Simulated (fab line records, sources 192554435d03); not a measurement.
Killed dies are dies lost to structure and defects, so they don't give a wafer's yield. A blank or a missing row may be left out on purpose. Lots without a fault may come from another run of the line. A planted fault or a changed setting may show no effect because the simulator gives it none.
Split-lot experiment | flow n5_finfet | 7 lots, 39 wafers read, on a route of 1938 steps

THE SPLIT
At N5_BEOL_M6_ILD_DEP_00 (deposits SiCOH lowk from DEMS/porogen, target thk 179.75 nm, time 33.4 s), the setting target_thk_a was moved away from the recipe's 1797.5 angstrom on 18 of the 39 wafers read, by -58.5% to -27.1%. The other wafers ran this setting at the recipe's value.

FROM THE SPLIT TO THE READING: what the file shows between them, 1 step
- N5_BEOL_M6_CURE_74: cures SiCOH lowk, time 240 s

THE READING
M6_ILD_THK, in nm, at N5_BEOL_M6_THK_MEAS_01. Fault-free wafers of this fab line usually give 154.3 nm, standard deviation 2 nm.

wafer  | tool, chamber at the split | target_thk_a as run, angstrom | against the recipe | M6_ILD_THK, nm | against lot-mates on the recipe
L077.1 | pecvd-02, 1                | 1245                          | -30.7%             | 104.1          | -48.3
L077.2 | pecvd-02, 0                | 1797.5                        | recipe             | 150.8          | -
L077.3 | pecvd-02, 2                | 1245                          | -30.7%             | 102.3          | -50.1
L077.4 | pecvd-02, 2                | 1245                          | -30.7%             | 103.9          | -48.5
L077.5 | pecvd-02, 1                | 1797.5                        | recipe             | 154.6          | -
L077.6 | pecvd-02, 0                | 1797.5                        | recipe             | 151.7          | -
L081.1 | pecvd-02, 2                | 760.9                         | -57.7%             | 63.1           | -92.1
L081.2 | pecvd-02, 1                | 760.9                         | -57.7%             | 65.9           | -89.3
L081.3 | pecvd-02, 0                | 1797.5                        | recipe             | 154.7          | -
L081.4 | pecvd-02, 2                | 1797.5                        | recipe             | 155.2          | -
L081.5 | pecvd-02, 0                | 1797.5                        | recipe             | 155.8          | -
L081.6 | pecvd-02, 1                | 760.9                         | -57.7%             | 65.0           | -90.2
L083.1 | pecvd-01, 2,1              | 1797.5                        | recipe             | 151.3          | -
L083.2 | pecvd-01, 0                | 746.1                         | -58.5%             | 64.5           | -88.4
L083.3 | pecvd-01, 2,1              | 1797.5                        | recipe             | 151.3          | -
L083.4 | pecvd-01, 0                | 746.1                         | -58.5%             | 62.0           | -90.9
L083.5 | pecvd-01, 2                | 746.1                         | -58.5%             | 64.3           | -88.6
L083.6 | pecvd-01, 1                | 1797.5                        | recipe             | 156.1          | -
L087.1 | pecvd-02, 2,0              | 762.7                         | -57.6%             | 64.6           | -92.2
L087.2 | pecvd-02, 2,0              | 762.7                         | -57.6%             | 64.7           | -92.1
L087.3 | pecvd-02, 1                | 1797.5                        | recipe             | 156.0          | -
L087.4 | pecvd-02, 2                | 762.7                         | -57.6%             | 63.6           | -93.2
L087.5 | pecvd-02, 1                | 1797.5                        | recipe             | 156.8          | -
L087.6 | pecvd-02, 0                | 1797.5                        | recipe             | 157.6          | -
L090.1 | pecvd-01, 2                | 1310                          | -27.1%             | 108.6          | -44.8
L090.2 | pecvd-01, 1                | 1797.5                        | recipe             | 152.0          | -
L090.3 | pecvd-01, 2                | 1310                          | -27.1%             | 111.4          | -42.0
L090.4 | pecvd-01, 1                | 1797.5                        | recipe             | 154.6          | -
L090.5 | pecvd-01, 1                | 1310                          | -27.1%             | 110.6          | -42.8
L090.6 | pecvd-01, 2                | 1797.5                        | recipe             | 153.6          | -
L092.2 | pecvd-04, 1                | 1797.5                        | recipe             | 152.8          | -
L092.3 | pecvd-04, 2                | 1797.5                        | recipe             | 154.0          | -
L092.5 | pecvd-04, 1                | 1797.5                        | recipe             | 153.9          | -
L093.1 | pecvd-04, 0                | 1797.5                        | recipe             | 156.5          | -
L093.2 | pecvd-04, 1,2              | 854                           | -52.5%             | 74.0           | -83.4
L093.3 | pecvd-04, 1,2              | 854                           | -52.5%             | 74.1           | -83.3
L093.4 | pecvd-04, 2                | 1797.5                        | recipe             | 159.0          | -
L093.5 | pecvd-04, 1                | 854                           | -52.5%             | 74.3           | -83.1
L093.6 | pecvd-04, 0                | 1797.5                        | recipe             | 156.8          | -
Where a row lists several chambers, the file gives one row for several wafers and doesn't say which wafer went through which chamber.

THE FIT
A straight line over all 39 wafers: M6_ILD_THK changes by +1.56 nm for each +1% of target_thk_a; r = +1.00; the points scatter about the line by 2.1 nm.
The same after taking each lot's own level away (the mean of its wafers on the recipe; 39 wafers): +1.57 nm for each +1%; r = +1.00; scatter 1.5 nm.
On that fit, the largest move of target_thk_a shifts the reading by 92 nm.
The lots' own levels span 152.37 to 157.43 nm, that is 2.5 times the standard deviation above.
So the lot-to-lot level changes the slope little: the two slopes agree.
Check: with one of the wafers moved furthest among these (-58.5%) left out of the fit, the line predicts -92.4 nm for it against its lot-mates. It came out at -88.4 nm against them.

OTHER SPLITS ON THESE WAFERS
These wafers also went through other splits before the reading. Each is held against what the fit with the lots' levels taken away leaves over:
other split on the same wafers                 | wafers away from the commonest value | r with M6_ILD_THK (lot level and that fit taken away)
N5_SDB_CUT_ETCH_26 target_depth_a              | 12                                   | +0.05
N5_MOL_CONTACT_COAG_VIA_ETCH_46 target_depth_a | 15                                   | -0.36
N5_BEOL_M3_TRENCH_ETCH_37 time_s               | 15                                   | -0.06
N5_BEOL_M4_DESCUM_16 time_s                    | 12                                   | +0.07

THE WHOLE CHAIN: every reading that the file lists as answering this split, in the file's order
step                   | what it does                                                             | reading                                                                                  | change (the file's fit)              | r (the file's)
N5_BEOL_M6_ILD_DEP_00  | deposits SiCOH lowk from DEMS/porogen, target thk 179.75 nm, time 33.4 s | SiCOH_lowk_of_BEOL_M6_ILD_DEP_00.thk_nm (the simulator's own value, which no gauge read) | +1.82 nm for each +1% of the setting | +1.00
N5_BEOL_M6_CURE_74     | cures SiCOH lowk, time 240 s                                             | SiCOH_lowk_of_BEOL_M6_ILD_DEP_00.thk_nm (the simulator's own value, which no gauge read) | +1.57 nm for each +1% of the setting | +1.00
N5_BEOL_M6_THK_MEAS_01 |                                                                          | M6_ILD_THK                                                                               | +1.57 for each +1% of the setting    | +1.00

THE FILE'S OWN FIT
M6_ILD_THK changes by +1.57 nm for each +1% of target_thk_a, r = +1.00.
